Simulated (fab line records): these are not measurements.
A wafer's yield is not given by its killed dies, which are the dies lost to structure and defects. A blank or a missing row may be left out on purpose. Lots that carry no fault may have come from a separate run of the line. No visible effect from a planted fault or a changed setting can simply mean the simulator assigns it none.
One fault seen from 3 desks + flow n5_finfet + each desk has only its own numbers; what lay behind them comes last

== DESK OF THE TOOL OWNER: euv_scanner-01 ==
The tool's own readings at N5_BEOL_M3_EXPOSE_08 (exposes mask M3): means of the sampled wafers that have a number, for each lot that ran on this tool. If a lot's mean is further than 4 standard deviations from the usual mean, the lot is out of limits and carries the mark OUT (the distance appears in the brackets).
Columns: A = exposure_dose_mJ_cm2 at N5_BEOL_M3_EXPOSE_08, usual 32.91
| lot  | first seen here | A               |
|------|-----------------|-----------------|
| L934 | day 7 09:29     | 32.93           |
| L935 | day 7 17:19     | 32.89           |
| L940 | day 8 17:20     | 32.90           |
| L941 | day 9 05:39     | 32.97           |
| L944 | day 10 03:14    | 32.89           |
| L952 | day 12 06:28    | 31.65 (-34) OUT |
| L954 | day 12 21:07    | 31.91 (-27) OUT |
Finding of this desk: L952, L954 out of limits; the first was L952 at day 12 06:28, on exposure_dose_mJ_cm2 at N5_BEOL_M3_EXPOSE_08. In limits: L934, L935, L940, L941, L944.

== THE DEFECT DESK ==
For each lot, the counts of the inspections along the route, averaged over the sampled wafers that have a number. If a lot's mean is further than 4 standard deviations from the usual mean, the lot is out of limits and carries the mark OUT (the distance appears in the brackets).
Columns: A = raw_defect_count at N5_BEOL_M3_INSPECT_13, usual 414
| lot  | first seen here | A   |
|------|-----------------|-----|
| L932 | day 6 20:38     | 353 |
| L934 | day 7 09:42     | 402 |
| L935 | day 7 17:32     | 354 |
| L940 | day 8 17:33     | 519 |
| L941 | day 9 05:52     | 407 |
| L944 | day 10 03:27    | 499 |
| L952 | day 12 06:41    | 379 |
| L955 | day 12 17:01    | 398 |
| L954 | day 12 21:20    | 384 |
This desk's finding: nothing out of limits on any of the 9 lots.

== AT THE METROLOGY DESK ==
What the gauges read for every lot (on any tool): the sampled wafers with a number, averaged. If a lot's mean is further than 4 standard deviations from the usual mean, the lot is out of limits and carries the mark OUT (the distance appears in the brackets). Of its 11 readings 7 are shown: those that lie furthest out on some lot.
Columns: A = cd_nm at N5_BEOL_M3_CD_MEAS_11, usual 17.16 nm; B = DIBL_N at N5_BEOL_M4_RC_MEAS_101, usual 36.7 mV/V; C = DIBL_P at N5_BEOL_M4_RC_MEAS_101, usual 37.4 mV/V; D = IOFF_P at N5_BEOL_M4_RC_MEAS_101, usual 0.23 nA/um; E = ION_P at N5_BEOL_M4_RC_MEAS_101, usual 467 uA/um; F = SS_N at N5_BEOL_M4_RC_MEAS_101, usual 71.7 mV/dec; G = VT_P at N5_BEOL_M4_RC_MEAS_101, usual -250 mV
| lot  | first seen here | A     | B    | C    | D    | E   | F    | G    |
|------|-----------------|-------|------|------|------|-----|------|------|
| L932 | day 6 20:32     | 17.42 | 35.7 | 37.6 | 0.22 | 461 | 71.7 | -252 |
| L934 | day 7 09:37     | 17.27 | 39.1 | 39.1 | 0.23 | 465 | 72.1 | -251 |
| L935 | day 7 17:26     | 17.40 | 39.5 | 40.8 | 0.30 | 469 | 72.6 | -246 |
| L940 | day 8 17:28     | 16.97 | 38.0 | 37.7 | 0.30 | 475 | 72.1 | -244 |
| L941 | day 9 05:47     | 17.07 | 38.1 | 37.9 | 0.28 | 479 | 72.1 | -246 |
| L944 | day 10 03:22    | 17.41 | 34.8 | 34.9 | 0.20 | 476 | 70.5 | -249 |
| L952 | day 12 06:35    | 16.67 | 36.0 | 38.1 | 0.19 | 452 | 71.7 | -254 |
| L955 | day 12 16:56    | 17.23 | 37.3 | 38.7 | 0.22 | 465 | 71.9 | -251 |
| L954 | day 12 21:14    | 16.38 | 35.1 | 34.9 | 0.16 | 462 | 71.0 | -257 |
This desk's finding: nothing out of limits on any of the 9 lots.

== PUT TOGETHER ==
On L952, L954, at day 12 06:28, an alarm was possible from the tool owner's desk.
Nothing out of limits was seen by the defect desk.
At the metrology desk, nothing out of limits was observed.
The defect desk has L952, L954 on record, within its limits.
The metrology desk has L952, L954 on record, within its limits.
N5_BEOL_M3_EXPOSE_08 was run on euv_scanner-01 by each of the lots named.

== WHAT WAS PUT IN BY THE SIMULATOR ==
Process parameters drifting: euv_scanner-01 at N5_BEOL_M3_EXPOSE_08, beginning at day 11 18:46. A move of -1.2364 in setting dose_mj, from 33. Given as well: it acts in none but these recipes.
Shown lots that were struck: L952, L954.
Each desk's first reading out of limits, in hours after the fault started: the tool owner's desk, 12.
